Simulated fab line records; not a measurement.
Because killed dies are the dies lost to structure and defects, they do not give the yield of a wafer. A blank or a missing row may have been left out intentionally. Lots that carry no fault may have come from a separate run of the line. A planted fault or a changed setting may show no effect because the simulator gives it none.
Matching of chambers | flow n5 finfet | N5_FIN_SAQP_HM_OPEN_73 on rie diel-04: 4 sister chambers
The step chemistry CHF3/O2, target SiO2, stops on a-Si, target depth 12 nm, time 16.8 s. 4 wafers are shown with their chamber, then 7 later ones without.

== WAFERS, EACH WITH ITS CHAMBER ==
wafer  | chamber | showerhead plenum p Torr (Torr)
L087.4 | 1       | 2.38
L089.6 | 3       | 2.31
L090.4 | 0       | 2.58
L090.5 | 2       | 2.56

== WAFERS WITH NO CHAMBER GIVEN ==
wafer  | showerhead plenum p Torr (Torr)
L090.6 | 2.37
L093.1 | 2.56
L093.5 | 2.56
L093.6 | 2.37
L095.1 | 2.37
L095.3 | 2.31
L095.5 | 2.37

== WHICH CHAMBER EACH WENT THROUGH ==
wafer  | from the rows above | in truth
L090.6 | 1                   | 1
L093.1 | 2                   | 2
L093.5 | 2                   | 2
L093.6 | 1                   | 1
L095.1 | 1                   | 1
L095.3 | 3                   | 3
L095.5 | 1                   | 1
7 of 7 placed correctly. Not placeable from these rows: 0. Placed wrongly: 0.
How it was worked out, from the rows above alone: a wafer's distance from a chamber is the root of the sum, over the readings, of the square of ((its reading less the chamber's mean) divided by the reading's scatter). The wafer belongs to the nearest chamber; if the next one is less than 2 further off, it can't be placed. The mean given for a chamber averages the wafers shown for that chamber. The scatter: root of mean squared gap, hidden wafer to nearest shown wafer, with one shown wafer a chamber.
